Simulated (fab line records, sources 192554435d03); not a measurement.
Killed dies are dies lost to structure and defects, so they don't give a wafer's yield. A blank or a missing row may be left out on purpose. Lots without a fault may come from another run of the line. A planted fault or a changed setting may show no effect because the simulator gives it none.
A struck lot beside a sound one | flow n5_finfet | 23 steps out of a route of 1938
Sound: wafers L985.1, L985.2, L985.6. Struck: wafers L997.5, L997.6. (L997.3 of the same lot was not struck and is left out.) The cause comes at the end.
At each step with rows: each side's tool, then ch and its chambers, then its first start. Under that, the readings that differ: sound wafers | struck wafers | difference of the means | sigmas: that difference in standard deviations of wafers without a fault.
alike: readings whose means differ by less than 2 such deviations, and words and numbers that are the same on both sides. not compared: withheld readings, readings that some wafer has no value for, bounds like >300 that may hide the same value, and numbers for which the record gives no deviation and whose values overlap.
The two part at a step that has a row with sigmas, a row that says differs or no value, or rows on one side only. Numbers that don't overlap but have no deviation are shown without sigmas and don't part them. A reading that every wafer of one side lacks parts them only if that side has two wafers or more.

first, 2 steps without rows for these wafers: N5_BEOL_M15_DEVELOP_27 (develop time 45 s); N5_BEOL_M15_HARDBAKE_32 (time 120 s).
N5_BEOL_M15_CD_MEAS_28: target cd 407.6 nm.
  sound on cd_sem-02 ch 0, day 12 09:02; struck on cd_sem-01 ch 0, day 15 15:07
  reading    | sound             | struck      | difference | sigmas
  cd_nm (nm) | 406.3 406.7 407.2 | 412.9 413.4 | +6.4       | +4
N5_BEOL_M15_OVL_MEAS_29:
  sound on overlay-02 ch 0, day 12 09:04; struck on overlay-01 ch 0, day 15 15:09
  reading      | sound   | struck | difference | sigmas
  M15_OVL (nm) | 10 12 4 | 1 -3   | -10        | -2
N5_BEOL_M15_INSPECT_30: inspects for defects (macro).
  sound on defect_inspect-02, day 12 09:05; struck on defect_inspect-02, day 15 15:10
  alike: raw_defect_count
N5_BEOL_M15_DESCUM_33: chemistry O2, time 7.9 s.
  sound on rie_diel-01 ch 1,3, day 12 09:20; struck on rie_diel-01 ch 2,3, day 15 15:20
  alike: drypump_motor_current_A, oes_product_au, rf_vpp_V, showerhead_plenum_p_Torr, throttle_valve_pct
  not compared: rf_hours_counter_h
N5_BEOL_M15_ETCH_61: etches BARC in N2/H2, target depth 89 nm, overetch 26.7 nm, time 67.9 s.
  sound on rie_diel-01 ch 1,3, day 12 09:22; struck on rie_diel-01 ch 2,3, day 15 15:22
  alike: drypump_motor_current_A, oes_product_au, rf_vpp_V, showerhead_plenum_p_Torr, throttle_valve_pct
  not compared: rf_hours_counter_h
then, 4 steps without rows for these wafers: N5_BEOL_M15_TRENCH_ETCH_34 (etches SiO2 in C4F8/O2/Ar, target depth 872.93 nm, time 199 s); N5_BEOL_M15_STRIP_36 (strips in O2); N5_BEOL_M15_STRIP_62 (strips in O2); N5_BEOL_M15_STRIP_37 (strips in O2).
N5_BEOL_M15_ETCH_38: etches SiCN in CF4/N2, target depth 106.4 nm, time 120.5 s.
  sound on rie_diel-01 ch 0,1,3, day 12 11:52; struck on rie_diel-01 ch 0,3, day 15 17:55
  reading                  | sound             | struck      | difference | sigmas
  oes_product_au (a.u.)    | 0.67 0.69 0.71    | 1.28 0.93   | +0.42      | +4
  model.etch.depth_nm (nm) | 89.73 95.13 98.67 | 148.9 153.2 | +56.5      |
  alike: drypump_motor_current_A, rf_vpp_V, showerhead_plenum_p_Torr, throttle_valve_pct
  not compared: rf_hours_counter_h, model.SiO2_of_BEOL_M15_ILD_DEP_00.thk_nm
then, 2 steps without rows for these wafers: N5_BEOL_M15_PRECLEAN_39 (cleans in residue remover, time 60 s); N5_BEOL_M15_SRD_40 (time 30 s, dry time 30 s).
N5_BEOL_M15_DEGAS_41: time 60 s.
  sound on pvd_sputter-03, day 12 12:19; struck on pvd_sputter-01, day 15 18:32
  alike: heater_power_w
then, 1 step without rows for these wafers: N5_BEOL_M15_PRE_CLEAN_42 (time 30 s).
N5_BEOL_M15_SPUTTER_43: material TaN, target thk 15 nm, time 24.19 s.
  sound on pvd_sputter-03, day 12 12:24; struck on pvd_sputter-01, day 15 18:37
  alike: throttle_valve_pct
then, 3 steps without rows for these wafers: N5_BEOL_M15_SPUTTER_44 (material Ta, target thk 15 nm, time 24.19 s); N5_BEOL_M15_SPUTTER_45 (material Cu, target thk 100 nm, time 16.67 s); N5_BEOL_M15_ECD_47 (material Cu, target thk 1860 nm).
N5_BEOL_M15_ANNEAL_48: time 90 s.
  sound on rtp_anneal-02 ch 0, day 12 12:55; struck on rtp_anneal-02 ch 0, day 15 19:23
  alike: wafer_temp_C_max
N5_BEOL_M15_CMP_49: polishes, stops on SiO2, t overpolish 4.9 s, target thk 850 nm.
  sound on cmp-04 ch 1,3, day 12 13:13; struck on cmp-04 ch 0,3, day 15 19:39
  alike: barrier_field_endpoint_s, motor_current_A, overpolish_run_s, retaining_ring_pressure_frac
  not compared: pad_life_wafers, model.SiO2_of_BEOL_M15_ILD_DEP_00.thk_nm
N5_BEOL_M15_THK_MEAS_50: measures by xrf.
  sound on film_metro-01, day 12 13:31; struck on film_metro-01, day 15 19:55
  alike: M15_THK

WHERE THEY PART
First at N5_BEOL_M15_CD_MEAS_28; last, within this record, at N5_BEOL_M15_ETCH_38. Later steps at which nothing parts them and some readings are alike: N5_BEOL_M15_DEGAS_41, N5_BEOL_M15_SPUTTER_43, N5_BEOL_M15_ANNEAL_48, N5_BEOL_M15_CMP_49, N5_BEOL_M15_THK_MEAS_50.

WHY: what the simulator had put in
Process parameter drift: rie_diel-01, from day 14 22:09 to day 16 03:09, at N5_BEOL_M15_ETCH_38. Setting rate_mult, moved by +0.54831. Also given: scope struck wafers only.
